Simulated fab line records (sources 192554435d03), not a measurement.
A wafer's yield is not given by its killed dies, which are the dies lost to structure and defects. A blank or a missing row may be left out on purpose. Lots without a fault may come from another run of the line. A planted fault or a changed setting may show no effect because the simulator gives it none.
8D (eight disciplines) problem report, filled in by code :: flow n5Finfet :: the parts of the form that need people (team, actions taken, sign-off) are left out

## 1. WHAT WENT WRONG
At N5_BEOL_M7_ETCH_62, rfFwdPowerW averages 1037.2 W over 9 wafers from 3 lots, while fault-free wafers read 837.1 W, standard deviation 2.7. Relative to the usual mean, that is a shift of +74 standard deviations.
The step: etches SOC in N2/H2, target depth 110 nm, overetch 22 nm, time 165 s.
Earliest sighting: wafer L657.2 on rieDiel-03 at day 12 05:05. At this step, 21 wafers from 7 lots have a number in the record. Rule for "out", or "out of limits": more than 4 standard deviations from the usual mean. All remaining wafers that have a number are taken as sound.

## 2. WHAT IT IS AND WHAT IT IS NOT
question: which readings at this step
is: rfFwdPowerW, rfVppV
is not: drypumpMotorCurrentA, oesProductAu, showerheadPlenumPTorr, throttleValvePct

question: which lots
is: L657, L659, L661
is not: L649, L650, L663, L664

question: which wafers of those lots
is: all that have a number
is not: -

question: read on which tools
is: rieDiel-03
is not: rieDiel-04, rieDiel-05

question: when
is: from day 12 05:05
is not: up to then (6 sound wafers); but 6 sound wafers of L663, L664 came after

## 3. WHAT RULES OUT EACH SUSPECT
Counting: a tool stays on the suspect list if, at a process step up to the reading, it processed all lots that are out and no sound lot following the first of them.
- rieDiel-03 at N5_BEOL_M7_DESCUM_16 (chemistry O2, time 7.9 s): kept. It ran every lot that is out, first L657 (day 12 04:59), and no sound lot after that; its last sound lot up to then is L650 (day 10 20:57).
- rieDiel-03 at N5_BEOL_M7_ETCH_61 (etches SiARC in CF4, target depth 45.5 nm, time 75.8 s): kept. It ran every lot that is out, first L657 (day 12 05:02), and no sound lot after that; its last sound lot up to then is L650 (day 10 20:59).
- rieDiel-03 at N5_BEOL_M7_ETCH_62 (etches SOC in N2/H2, target depth 110 nm, overetch 22 nm, time 165 s): kept. It ran every lot that is out, first L657 (day 12 05:05), and no sound lot after that; its last sound lot up to then is L650 (day 10 21:02). Out on those wafers are its own readings of rfFwdPowerW, rfVppV.
Left after counting: rieDiel-03 at N5_BEOL_M7_DESCUM_16, rieDiel-03 at N5_BEOL_M7_ETCH_61, rieDiel-03 at N5_BEOL_M7_ETCH_62.

## 4. THE CAUSE (what the simulator had put in)
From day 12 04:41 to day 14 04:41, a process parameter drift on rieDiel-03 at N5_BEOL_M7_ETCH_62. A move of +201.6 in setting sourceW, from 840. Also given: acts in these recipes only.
Counting leaves 3 suspects; this tool is one of them.

## 5. THE EFFECT CHAIN, in route order
Each row: a reading where the mean over the struck wafers with a number is more than 3 standard deviations away from the usual. Only readings whose record carries a usual standard deviation are examined. hours: median over the lots of the time between each lot's start at the first step of this table that gives one and its start at this step. sigmas: the change, counted in usual standard deviations.
hours: 0
step: N5_BEOL_M7_ETCH_62
reading: rfFwdPowerW
usual: 837.1 W
on struck wafers: 1037.2
change: +200.1
sigmas: +74

hours: 0
step: N5_BEOL_M7_ETCH_62
reading: rfVppV
usual: 523.9 V
on struck wafers: 489.5
change: -34.4
sigmas: -11
It contains these process steps:
- N5_BEOL_M7_ETCH_62: etches SOC in N2/H2, target depth 110 nm, overetch 22 nm, time 165 s.

## 6. HOW IT WOULD HAVE BEEN CAUGHT EARLIER
The fault began at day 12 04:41; the first out-of-limits reading in this record came at day 12 05:05, 0 hours later.
